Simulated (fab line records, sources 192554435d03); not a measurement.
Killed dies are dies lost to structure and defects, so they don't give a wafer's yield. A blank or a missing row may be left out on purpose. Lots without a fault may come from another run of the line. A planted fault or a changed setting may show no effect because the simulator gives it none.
fab line records | flow n5_finfet
record lots=5 wafers=15 last_day=15
route steps=1938 shown BEOL_M4@1111 BEOL_M5@1112
lots that met no fault: from a run of the same line without faults
start_h: hours from the record's first day to the start of the lot's first wafer shown | wait_h: hours since the lot's step before | " the same as in the row above | L1.1+2: a row that stands for several wafers | - no value, or no start given | * or withheld: withheld | < > ~ a bound
route shown NAME@n: a module of which the file shows steps, and the number in the route of the first | usual: mean/standard deviation of fault-free wafers | same: alike in all rows | chamber/n: place in a boat | sites: the reading at each site | _std_site: their standard deviation | _edge_site: outer sites' mean less inner sites' | radius_mm: how far each site lies from the wafer's centre | mask NAME#n: copy n | behind: the tool/chamber that last shaped the wafer | hold: why the lot was held/for how many hours/how that ended | device: the transistor (n, p or np) that didn't switch | end of line: the same wafers' tests at the end of the route | a step without rows: its recipe alone | killed: dies lost to structure and defects at the first sort, not the wafer's yield | map: a wafer's dies, x killed, . not, _ none there
set.NAME: the setting as run; set.NAME@STEP: as run at that earlier step | model.NAME: the simulator's own value behind a step, which no gauge read
lots at some steps of the route; a table a step, a row a wafer
services: from which hour (start_h, from the record's first day; less than 0 if before it) a tool's chamber was out of use, for how many hours, and why
## steps
# step N5_BEOL_M4_RC_MEAS_101
# usual DIBL_N=36.5/1.9 DIBL_P=36.7/2.1 IOFF_N=0.17/0.035 IOFF_P=0.22/0.042 ION_N=676/10 ION_P=462/8.1 SS_N=71.5/0.72 SS_P=73.4/0.7 VT_N=249/3.1 VT_P=-250/3.9
# columns lot.wafer tool chamber start_h wait_h DIBL_N[mV/V] DIBL_P[mV/V] IOFF_N[nA/um] IOFF_P[nA/um] ION_N[uA/um] ION_P[uA/um] SS_N[mV/dec] SS_P[mV/dec] VT_N[mV] VT_P[mV]
L628.2 prober-01 0 163.76 0.2 35.4 34.0 0.14 0.20 673 464 70.5 73.1 249 -250
L628.4 " 0 " " 36.2 35.8 0.15 0.22 677 469 71.5 73.3 247 -248
L628.6 " 0 " " 35.5 35.4 0.14 0.22 672 466 71.1 74.0 248 -249
L631.2 prober-01 0 178.45 0.2 40.4 40.2 0.23 0.29 677 469 72.8 74.1 245 -248
L631.3 " 0 " " 33.4 31.6 0.10 0.15 653 451 70.1 72.6 254 -253
L631.5 " 0 " " 34.9 33.5 0.11 0.17 652 456 70.4 72.4 257 -252
L630.2 prober-01 0 181.16 0.2 33.9 35.5 0.14 0.16 677 450 71.3 73.1 250 -257
L630.3 " 0 " " 33.7 35.1 0.13 0.16 673 455 71.2 72.9 250 -257
L630.5 " 0 " " 33.7 35.3 0.12 0.15 666 453 70.6 72.4 255 -256
L632.1 prober-02 0 193.66 0.0 34.8 35.1 0.12 0.19 662 463 71.1 73.1 253 -252
L632.3 " 0 " " 34.6 34.4 0.12 0.18 663 459 71.2 72.5 255 -252
L632.5 " 0 " " 35.4 36.0 0.14 0.20 672 467 71.2 73.1 252 -250
L643.2 prober-01 0 264.08 0.2 36.8 37.6 0.18 0.19 680 451 72.1 73.2 247 -255
L643.3 " 0 " " 33.9 34.4 0.12 0.16 662 449 70.8 73.3 252 -255
L643.5 " 0 " " 34.6 34.4 0.14 0.16 675 452 70.7 72.3 250 -258
# step N5_BEOL_M5_ILD_DEP_00
# recipe material=SiCOH_lowk target_thk_a=1406.4 temp_c=300 precursor=DEMS/porogen pressure_torr=5 rf_w=500 time_s=25.9
# usual heater_power_w=294/45 showerhead_plenum_p_Torr=5.741/0.015 throttle_valve_pct=13.9/0.78
# columns lot.wafer tool chamber start_h wait_h heater_power_w showerhead_plenum_p_Torr throttle_valve_pct
L628.2 pecvd-01 0 164.57 0.7 368 5.740 13.6
L628.4 " 1 " " 290 5.737 14.9
L628.6 " 2 " " 335 5.744 14.7
L631.2 pecvd-01 0 179.26 0.7 303 5.749 14.1
L631.3 " 1 " " 261 5.731 14.9
L631.5 " 0 " " 309 5.756 13.8
L630.2 pecvd-01 1 181.97 0.7 273 5.742 15.5
L630.3 " 2 " " 304 5.764 14.7
L630.5 " 2 " " 306 5.741 14.9
L632.1 pecvd-03 2 194.62 0.8 253 5.748 12.9
L632.3 " 0 " " 295 5.733 14.3
L632.5 " 2 " " 255 5.737 12.9
L643.2 pecvd-01 2 264.88 0.7 248 5.742 13.0
L643.3 " 1 " " 286 5.751 14.9
L643.5 " 0 " " 370 5.757 14.3
# step N5_BEOL_M5_CURE_79
# recipe temp_c=385 time_s=240 ambient=He/Ar material=SiCOH_lowk
# step N5_BEOL_M5_THK_MEAS_01
# recipe reads=SiCOH_lowk_of_BEOL_M5_ILD_DEP_00
# usual M5_ILD_THK=121.6/1.6
# columns lot.wafer tool chamber start_h wait_h M5_ILD_THK[nm]
L628.2 film_metro-01 - 165.14 0.4 121.3
L628.4 " - " " 123.9
L628.6 " - " " 121.7
L631.2 film_metro-01 - 179.83 0.4 121.0
L631.3 " - " " 121.6
L631.5 " - " " 123.7
L630.2 film_metro-01 - 182.55 0.4 120.5
L630.3 " - " " 118.0
L630.5 " - " " 119.4
L632.1 film_metro-02 - 195.20 0.4 120.9
L632.3 " - " " 121.1
L632.5 " - " " 124.4
L643.2 film_metro-01 - 265.46 0.4 122.8
L643.3 " - " " 120.9
L643.5 " - " " 124.1
# step N5_BEOL_M5_PECVD_70
# recipe material=SiO2 target_thk_a=160 temp_c=400 precursor=TEOS/O2 pressure_torr=5.5 rf_w=450 teos_flow_sccm=53.8 gas=O2 flow_sccm=3000 time_s=18
# step N5_BEOL_M5_HM_DEP_02
# recipe material=TiN target_thk_a=200 temp_c=25 chamber_pressure_pa=0.49996
# usual chamber_pressure_pa=0.5001/0.0009 throttle_valve_pct=29.7/1.2
# columns lot.wafer tool chamber start_h wait_h chamber_pressure_pa throttle_valve_pct
L628.2 pvd_sputter-03 - 165.65 0.5 0.5011 28.4
L628.4 " - " " 0.4998 28.3
L628.6 " - " " 0.4995 30.2
L631.2 pvd_sputter-02 - 180.56 0.7 0.5004 31.4
L631.3 " - " " 0.5007 29.5
L631.5 " - " " 0.5009 29.5
L630.2 pvd_sputter-03 - 184.17 1.6 0.5018 30.2
L630.3 " - " " 0.5018 29.2
L630.5 " - " " 0.5003 31.1
L632.1 pvd_sputter-01 - 197.95 2.7 0.5014 30.2
L632.3 " - " " 0.5006 26.8
L632.5 " - " " 0.5005 30.2
L643.2 pvd_sputter-02 - 265.77 0.3 0.5005 30.1
L643.3 " - " " 0.5013 31.5
L643.5 " - " " 0.5006 29.8
# step N5_BEOL_M5_COAT_59
# recipe resist=SOC temp_c=250 time_s=60 spin_rpm=1500 resist_thk_nm=60
# step N5_BEOL_M5_COAT_60
# recipe resist=SiARC temp_c=220 time_s=60 spin_rpm=1500 resist_thk_nm=12
# step N5_BEOL_M5_COAT_71
# recipe resist=underlayer temp_c=205 time_s=60 spin_rpm=1500 resist_thk_nm=5
# step N5_BEOL_M5_COAT_05
# recipe resist=CAR-EUV spin_rpm=1500 resist_thk_nm=30
# step N5_BEOL_M5_EBR_07
# recipe solvent=PGMEA ebr_width_mm=1.5
# step N5_BEOL_M5_SOFTBAKE_06
# recipe temp_c=110 time_s=60 resist=CAR-EUV
# step N5_BEOL_M5_EXPOSE_08
# recipe mask_id=M5 na=0.33 source_shape=annular sigma_inner=0.4 sigma_outer=0.8 polarization=unpolarized target_cd_nm=28 dose_mj=35.75
# columns lot.wafer tool chamber start_h wait_h mask
L628.2+4+6 euv_scanner-02 0 165.92 - M5#0
L631.2+3+5 euv_scanner-02 0 180.96 - M5#0
L630.2+3+5 euv_scanner-02 0 184.44 - M5#0
L632.1+3+5 euv_scanner-01 0 198.34 - M5#0
L643.2+3+5 euv_scanner-02 0 266.17 - M5#0
# step N5_BEOL_M5_PEB_09
# recipe peb_temp_c=100 peb_time_s=60 resist=CAR-EUV
# step N5_BEOL_M5_DEVELOP_10
# recipe develop_time_s=30 developer=TMAH resist=CAR-EUV rinse_liquid=surfactant_rinse dry=air_spin dev_temp_c=23
# step N5_BEOL_M5_CD_MEAS_11
# recipe target_cd_nm=27.74 landing_energy_ev=500 detector=se_inlens
# usual cd_nm=28.02/0.26
# columns lot.wafer tool chamber start_h wait_h cd_nm
L628.2 cd_sem-01 0 166.04 - 28.18
L628.4 " 0 " " 28.11
L628.6 " 0 " " 27.99
L631.2 cd_sem-01 0 181.08 - 28.05
L631.3 " 0 " " 28.16
L631.5 " 0 " " 27.88
L630.2 cd_sem-01 0 184.56 - 27.77
L630.3 " 0 " " 28.05
L630.5 " 0 " " 27.80
L632.1 cd_sem-01 0 198.46 - 27.83
L632.3 " 0 " " 28.19
L632.5 " 0 " " 27.76
L643.2 cd_sem-01 0 266.29 - 27.46
L643.3 " 0 " " 27.85
L643.5 " 0 " " 27.83
# step N5_BEOL_M5_OVL_MEAS_12
# recipe points_per_wafer=522
# usual M5_OVL=-0.1/0.64
# columns lot.wafer tool chamber start_h wait_h M5_OVL[nm]
L628.2 overlay-01 0 166.08 0.0 -0.1
L628.4 " 0 " " 0.5
L628.6 " 0 " " -0.1
L631.2 overlay-02 0 181.12 0.0 -0.5
L631.3 " 0 " " -0.8
L631.5 " 0 " " -0.3
L630.2 overlay-02 0 184.60 0.0 -0.7
L630.3 " 0 " " -0.4
L630.5 " 0 " " -1.1
L632.1 overlay-01 0 198.49 0.0 -0.7
L632.3 " 0 " " -0.2
L632.5 " 0 " " -0.2
L643.2 overlay-02 0 266.33 0.0 0.8
L643.3 " 0 " " 0.9
L643.5 " 0 " " 1.2
# step N5_BEOL_M5_INSPECT_13
# recipe mode=adi inspect_instrument=brightfield
# usual raw_defect_count=417/110
# columns lot.wafer tool chamber start_h wait_h raw_defect_count
L628.2 defect_inspect-02 - 166.13 0.0 343
L628.4 " - " " 350
L628.6 " - " " 415
L631.2 defect_inspect-02 - 181.17 0.0 649
L631.3 " - " " 428
L631.5 " - " " 856
L630.2 defect_inspect-01 - 184.65 0.0 362
L630.3 " - " " 312
L630.5 " - " " 362
L632.1 defect_inspect-01 - 198.55 0.1 260
L632.3 " - " " 355
L632.5 " - " " 263
L643.2 defect_inspect-02 - 266.38 0.0 386
L643.3 " - " " 452
L643.5 " - " " 379
# step N5_BEOL_M5_DESCUM_16
# recipe chemistry=O2 time_s=7 source_power_w=50 bias_power_w=20 pressure_mtorr=20 rf_frequency_hz=2.712e+07 temp_c=40 resist=CAR-EUV o2_flow_sccm=225
# usual drypump_motor_current_A=5.6/0.53 o2_flow_sccm=225.0/0.65 oes_product_au=0.81/0.084 rf_vpp_V=243.5/1.5 showerhead_plenum_p_Torr=2.12/0.08 throttle_valve_pct=20.52/0.2
# columns lot.wafer tool chamber start_h wait_h drypump_motor_current_A o2_flow_sccm oes_product_au rf_hours_counter_h rf_vpp_V showerhead_plenum_p_Torr throttle_valve_pct
L628.2 rie_diel-04 3 166.16 0.0 4.9 223.6 0.76 166 243.9 2.15 20.47
L628.4 " 1 " " 4.9 225.6 0.76 155 245.4 2.15 20.66
L628.6 " 2 " " 5.1 225.4 0.72 - 240.2 1.99 20.44
L631.2 rie_diel-03 2 181.55 0.4 6.2 224.2 0.71 236 244.9 2.16 20.58
L631.3 " 3 " " 6.3 225.8 0.99 1 243.0 2.07 20.61
L631.5 " 3 " " 6.3 225.2 0.99 - 243.7 2.06 20.62
L630.2 rie_diel-05 2 185.75 1.1 5.0 224.7 0.93 17 245.7 2.23 20.54
L630.3 " 0 " " 5.8 225.0 0.83 70 245.4 2.23 20.46
L630.5 " 2 " " 5.1 224.2 0.94 - 245.7 2.23 20.55
L632.1 rie_diel-04 0 198.63 0.1 5.3 226.2 0.74 153 243.0 2.09 20.22
L632.3 " 1 " " 4.9 225.3 0.75 161 245.4 2.15 20.67
L632.5 " 1 " " 4.9 225.9 0.75 - 243.6 2.15 20.68
L643.2 rie_diel-03 0 266.41 0.0 4.9 224.7 0.74 185 241.0 2.01 20.81
L643.3 " 3 " " 6.3 225.8 0.90 31 242.2 2.05 20.66
L643.5 " 3 " " 6.3 226.4 0.91 - 242.5 2.05 20.67
# step N5_BEOL_M5_ETCH_72
# recipe chemistry=N2/H2 target=underlayer target_depth_a=65 mask_material=CAR-EUV time_s=5.2 ion_energy_ev=200 pressure_mtorr=30 source_w=840 bias_w=150 n2_flow_sccm=200 h2_flow_sccm=200 ends=cleared
# usual drypump_motor_current_A=5.6/0.53 etch_rf_on_time_s=5.17/0.11 n2_flow_sccm=200.0/0.57 oes_product_au=0.69/0.072 rf_vpp_V=524/3.1 showerhead_plenum_p_Torr=2.56/0.1 throttle_valve_pct=17.86/0.24
# columns lot.wafer tool chamber start_h wait_h drypump_motor_current_A etch_rf_on_time_s n2_flow_sccm oes_product_au rf_hours_counter_h rf_vpp_V showerhead_plenum_p_Torr throttle_valve_pct model.BEOL_M5.cd_nm
L628.2 rie_diel-04 3 166.20 0.0 4.9 5.34 200.1 0.64 166 527 2.63 17.97 28
L628.4 " 1 " " 4.9 5.16 199.9 0.65 155 527 2.64 18.26 28.2
L628.6 " 2 " " 5.1 5.09 200.0 0.61 - 521 2.41 17.78 27.8
L631.2 rie_diel-03 2 181.58 0.0 6.1 5.20 200.9 0.60 236 526 2.61 17.91 28.2
L631.3 " 3 " " 6.3 5.13 200.6 0.85 1 522 2.48 17.82 28
L631.5 " 3 " " 6.3 5.15 200.5 0.85 - 522 2.48 17.82 28
L630.2 rie_diel-05 2 185.79 0.0 5.1 5.11 200.2 0.80 17 528 2.70 17.84 27.8
L630.3 " 0 " " 5.8 5.27 199.7 0.71 70 528 2.69 17.73 28
L630.5 " 2 " " 5.0 5.12 200.7 0.80 - 529 2.70 17.82 27.8
L632.1 rie_diel-04 0 198.66 0.0 5.3 5.16 199.8 0.63 153 523 2.55 17.63 27.8
L632.3 " 1 " " 4.9 5.25 198.9 0.64 161 527 2.64 18.25 27.8
L632.5 " 1 " " 4.9 5.21 200.0 0.63 - 530 2.64 18.26 27.8
L643.2 rie_diel-03 0 266.45 0.0 4.9 5.23 200.9 0.64 185 519 2.43 18.20 27.6
L643.3 " 3 " " 6.3 5.17 199.7 0.76 31 522 2.47 17.86 28
L643.5 " 3 " " 6.3 5.15 200.3 0.77 - 522 2.47 17.86 27.8
# step N5_BEOL_M5_ETCH_61
# recipe chemistry=CF4 target=SiARC target_depth_a=156 mask_material=CAR-EUV time_s=26 ion_energy_ev=80 pressure_mtorr=40 source_w=545 bias_w=36 Ar_flow_sccm=100 cf4_flow_sccm=100 ends=cleared
# usual drypump_motor_current_A=5.6/0.53 etch_rf_on_time_s=25.9/0.53 oes_product_au=0.69/0.072 rf_vpp_V=184.4/1.2 showerhead_plenum_p_Torr=2.16/0.08 throttle_valve_pct=15.68/0.22
# columns lot.wafer tool chamber start_h wait_h drypump_motor_current_A etch_rf_on_time_s oes_product_au rf_hours_counter_h rf_vpp_V showerhead_plenum_p_Torr throttle_valve_pct
L628.2 rie_diel-04 3 166.21 0.0 4.9 26.8 0.63 166 184.4 2.21 15.72
L628.4 " 1 " " 4.9 26.2 0.64 155 186.2 2.23 16.00
L628.6 " 2 " " 5.1 25.7 0.62 - 183.8 2.05 15.72
L631.2 rie_diel-03 2 181.60 0.0 6.2 25.9 0.60 236 184.3 2.20 15.78
L631.3 " 3 " " 6.3 25.9 0.85 1 184.3 2.12 15.67
L631.5 " 3 " " 6.3 26.0 0.85 - 183.2 2.12 15.69
L630.2 rie_diel-05 2 185.80 0.0 5.0 26.0 0.80 17 186.1 2.27 15.63
L630.3 " 0 " " 5.8 26.3 0.71 70 185.9 2.26 15.54
L630.5 " 2 " " 5.0 26.0 0.80 - 185.3 2.27 15.62
L632.1 rie_diel-04 0 198.68 0.0 5.3 26.1 0.63 153 184.4 2.14 15.42
L632.3 " 1 " " 4.9 26.3 0.63 161 186.2 2.23 16.01
L632.5 " 1 " " 4.9 26.4 0.63 - 185.3 2.23 16.01
L643.2 rie_diel-03 0 266.46 0.0 4.9 26.0 0.64 185 183.5 2.04 15.90
L643.3 " 3 " " 6.3 25.9 0.76 31 182.7 2.11 15.74
L643.5 " 3 " " 6.3 25.7 0.77 - 183.3 2.11 15.77
# step N5_BEOL_M5_ETCH_62
# recipe chemistry=N2/H2 target=SOC target_depth_a=750 overetch_a=150 mask_material=SiARC temp_c=40 time_s=112.5 ion_energy_ev=200 pressure_mtorr=30 source_w=840 bias_w=150 n2_flow_sccm=200 h2_flow_sccm=200
# usual drypump_motor_current_A=5.6/0.53 n2_flow_sccm=199.9/0.57 oes_product_au=0.63/0.062 rf_vpp_V=524.5/2.8 showerhead_plenum_p_Torr=2.56/0.1 throttle_valve_pct=17.82/0.24
# columns lot.wafer tool chamber start_h wait_h drypump_motor_current_A n2_flow_sccm oes_product_au rf_hours_counter_h rf_vpp_V showerhead_plenum_p_Torr throttle_valve_pct
L628.2 rie_diel-04 3 166.24 0.0 4.9 199.3 0.59 166 526.5 2.63 17.93
L628.4 " 1 " " 4.9 200.3 0.60 155 526.2 2.64 18.22
L628.6 " 2 " " 5.1 199.6 0.56 - 520.4 2.41 17.73
L631.2 rie_diel-03 2 181.63 0.0 6.1 199.0 0.55 236 525.6 2.61 17.87
L631.3 " 3 " " 6.3 198.9 0.79 1 522.2 2.48 17.77
L631.5 " 3 " " 6.3 199.7 0.78 - 523.3 2.48 17.78
L630.2 rie_diel-05 2 185.83 0.0 5.0 199.9 0.73 17 528.2 2.70 17.81
L630.3 " 0 " " 5.8 199.4 0.66 70 526.9 2.69 17.70
L630.5 " 2 " " 5.1 200.2 0.73 - 528.7 2.70 17.81
L632.1 rie_diel-04 0 198.71 0.0 5.3 200.9 0.59 153 521.6 2.55 17.60
L632.3 " 1 " " 5.0 200.1 0.59 161 527.2 2.64 18.22
L632.5 " 1 " " 4.9 200.5 0.58 - 526.7 2.64 18.23
L643.2 rie_diel-03 0 266.49 0.0 4.9 199.6 0.59 185 518.5 2.43 18.17
L643.3 " 3 " " 6.3 199.8 0.71 31 520.5 2.47 17.82
L643.5 " 3 " " 6.3 200.5 0.72 - 523.5 2.47 17.82
# step N5_BEOL_M5_STRIP_63
# recipe chemistry=N2/H2 temp_c=40 n2_flow_sccm=200 h2_flow_sccm=200 rf_frequency_hz=6e+07
# step N5_BEOL_M5_STRIP_73
# recipe chemistry=N2/H2 temp_c=40 n2_flow_sccm=200 h2_flow_sccm=200 rf_frequency_hz=6e+07
# step N5_BEOL_M5_STRIP_64
# recipe chemistry=CF4 resist=SiARC power_w=300 bias_power_w=75 pressure_mtorr=50 cf4_flow_sccm=150 rf_frequency_hz=6e+07
# step N5_BEOL_M5_HM_OPEN_17
# recipe chemistry=Cl2/BCl3 target_depth_a=200 overetch_a=60 target=TiN mask_material=SOC ion_energy_ev=150 pressure_mtorr=10 icp_w=1000 bias_w=126 Cl2_flow_sccm=53.25 bcl3_flow_sccm=21.75 Ar_flow_sccm=25
# usual drypump_motor_current_A=5.7/0.59 oes_product_au=0.64/0.065 throttle_valve_pct=22.06/0.2
# columns lot.wafer tool chamber start_h wait_h drypump_motor_current_A oes_product_au rf_hours_counter_h throttle_valve_pct model.BEOL_M5.cd_nm
L628.2 rie_metal-03 0 166.41 0.0 4.9 0.61 73 21.85 28
L628.4 " 0 " " 5.0 0.61 - 21.85 28.2
L628.6 " 0 " " 5.0 0.61 - 21.86 28.2
L631.2 rie_metal-03 1 181.80 0.0 5.2 0.57 98 22.06 28
L631.3 " 0 " " 4.9 0.62 - 21.84 28
L631.5 " 0 " " 4.9 0.62 - 21.84 28.2
L630.2 rie_metal-01 0 186.00 0.0 6.2 0.65 50 22.08 28
L630.3 " 1 " " 5.6 0.76 - 22.34 28.2
L630.5 " 0 " " 6.2 0.65 - 22.07 28
L632.1 rie_metal-03 0 198.87 0.0 5.0 0.61 76 21.85 28
L632.3 " 0 " " 4.9 0.62 - 21.86 28
L632.5 " 1 " " 5.2 0.56 - 22.07 27.8
L643.2 rie_metal-02 1 266.69 0.1 6.3 0.67 - 21.85 27.2
L643.3 " 1 " " 6.3 0.68 - 21.84 27.6
L643.5 " 1 " " 6.3 0.67 - 21.83 27.6
# step N5_BEOL_M5_STRIP_19
# recipe chemistry=O2 power_w=400 temp_c=40 pressure_mtorr=30 rf_frequency_hz=6e+07 bias_power_w=0 overash_fraction=0.2 o2_flow_sccm=225
## services
# columns tool chamber start_h hours kind
euv_scanner-01 - 144.83 4.6 pm
pecvd-01 2 145.14 11.9 repair
rie_diel-05 - 147.63 0.9 repair
rie_diel-03 0 154.99 7.7 repair
euv_scanner-01 - 166.81 1.0 pm
euv_scanner-01 - 170.05 3.4 repair
euv_scanner-02 - 173.50 1.0 pm
rie_diel-04 - 174.46 15.6 pm
rie_diel-05 2 179.59 5.7 repair
rie_diel-05 1 184.83 6.6 repair
rie_diel-05 - 187.41 14.6 pm
rie_diel-03 0 196.77 6.4 repair
pecvd-03 - 199.47 0.3 repair
rie_diel-04 3 200.90 12.8 repair
rie_metal-03 - 206.56 0.5 repair
rie_diel-04 2 216.19 9.9 repair
euv_scanner-01 - 222.96 1.0 pm
euv_scanner-02 - 228.66 1.0 pm
rie_metal-03 1 238.12 25.3 repair
euv_scanner-01 - 245.35 0.8 repair
rie_metal-01 1 248.75 2.4 repair
rie_diel-05 3 251.62 3.5 repair
rie_metal-01 - 253.60 2.8 pm
rie_diel-03 - 253.91 0.7 repair
## key
first_sign none at tools or gauges
model_effect step=N5_BEOL_M5_ETCH_72 value=BEOL_M5.cd_nm without=28.13 struck=27.8
model_effect step=N5_BEOL_M5_HM_OPEN_17 value=BEOL_M5.cd_nm without=27.8 struck=27.47
met_at N5_BEOL_M5_EXPOSE_08
struck_wafers L643.2,L643.3,L643.5
loop_trim step=N5_BEOL_M5_EXPOSE_08 setting=dose lots=L643
onset_between 184.44 266.17
also_fits time
fault kind=process_parameter_drift tool=euv_scanner-02 chamber=- onset_h=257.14 steps=N5_BEOL_M5_EXPOSE_08 channel=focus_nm offset=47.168 spread_by_wafer=0.3 shape=step end_h=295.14
# loop_trim: a control loop set the setting to another value than it would have without faults
